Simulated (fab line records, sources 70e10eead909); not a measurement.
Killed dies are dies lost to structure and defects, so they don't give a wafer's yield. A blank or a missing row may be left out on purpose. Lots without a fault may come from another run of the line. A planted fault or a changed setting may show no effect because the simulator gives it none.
Chamber matching | flow nand_harc | NHARC_A_STAIRCASE_ETCH_444 on rie_diel-06: 4 sister chambers
The step etches the open film in C4F8/O2, target depth 10200 nm, time 3400 s. 16 wafers are shown with their chamber, then 8 later ones without.

WAFERS WITH THEIR CHAMBER
wafer  | chamber | rf_vpp_V (V) | oes_product_au (a.u.) | rf_fwd_power_W (W)
L075.2 | 0       | 808          | 0.915                 | 601.9
L075.5 | 0       | 810          | 0.934                 | 598.1
L075.6 | 3       | 809          | 0.927                 | 600.6
L076.1 | 3       | 809          | 0.931                 | 597.6
L076.2 | 1       | 807          | 0.924                 | 598.8
L076.5 | 2       | 804          | 0.921                 | 599.0
L080.4 | 0       | 809          | 0.923                 | 600.4
L080.5 | 2       | 804          | 0.928                 | 600.0
L080.6 | 3       | 809          | 0.925                 | 602.6
L082.2 | 1       | 806          | 0.926                 | 600.5
L082.5 | 0       | 809          | 0.925                 | 601.3
L082.6 | 3       | 808          | 0.938                 | 599.3
L083.1 | 3       | 807          | 0.932                 | 604.0
L083.4 | 1       | 804          | 0.923                 | 600.8
L083.5 | 3       | 809          | 0.929                 | 600.0
L084.1 | 1       | 806          | 0.934                 | 596.2

SIGNATURES (means of the wafers above)
reading        | chamber 0 | chamber 1 | chamber 2 | chamber 3 | scatter within a chamber
rf_vpp_V       | 809.00    | 805.75    | 804.00    | 808.50    | 0.924
oes_product_au | 0.92425   | 0.92675   | 0.92450   | 0.93033   | 0.00567
rf_fwd_power_W | 600.425   | 599.075   | 599.500   | 600.683   | 2.02
Rule: a wafer's distance from a chamber is the root of the sum, over the readings, of the square of ((its reading less the chamber's mean) divided by the reading's scatter). The wafer belongs to the nearest chamber; if the next one is less than 2 further off, it can't be placed. The scatter: the root of (the sum of the squares of (reading less its chamber's mean) over the shown wafers, divided by (wafers less chambers)).

WAFERS WITHOUT THEIR CHAMBER
wafer  | rf_vpp_V (V) | oes_product_au (a.u.) | rf_fwd_power_W (W)
L084.3 | 809          | 0.929                 | 599.0
L084.6 | 804          | 0.933                 | 599.7
L089.1 | 805          | 0.930                 | 601.5
L089.4 | 809          | 0.915                 | 599.3
L089.6 | 807          | 0.929                 | 603.6
L091.4 | 808          | 0.925                 | 602.2
L091.5 | 806          | 0.933                 | 602.5
L091.6 | 803          | 0.933                 | 599.4

WHICH CHAMBER EACH WENT THROUGH
wafer  | from the rows above               | in truth
L084.3 | can't be placed: 3 or 0           | 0
L084.6 | can't be placed: 2 or 1           | 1
L089.1 | can't be placed: 1 or 2           | 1
L089.4 | can't be placed: 0 or 3           | 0
L089.6 | can't be placed: 3 or 1 or 0 or 2 | 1
L091.4 | can't be placed: 3 or 0 or 1      | 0
L091.5 | can't be placed: 1 or 3 or 2 or 0 | 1
L091.6 | can't be placed: 2 or 1           | 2
Placed correctly: 0 of 8. Can't be placed from these rows: 8 (the true chamber is among the candidates in 8). Placed wrongly: 0.
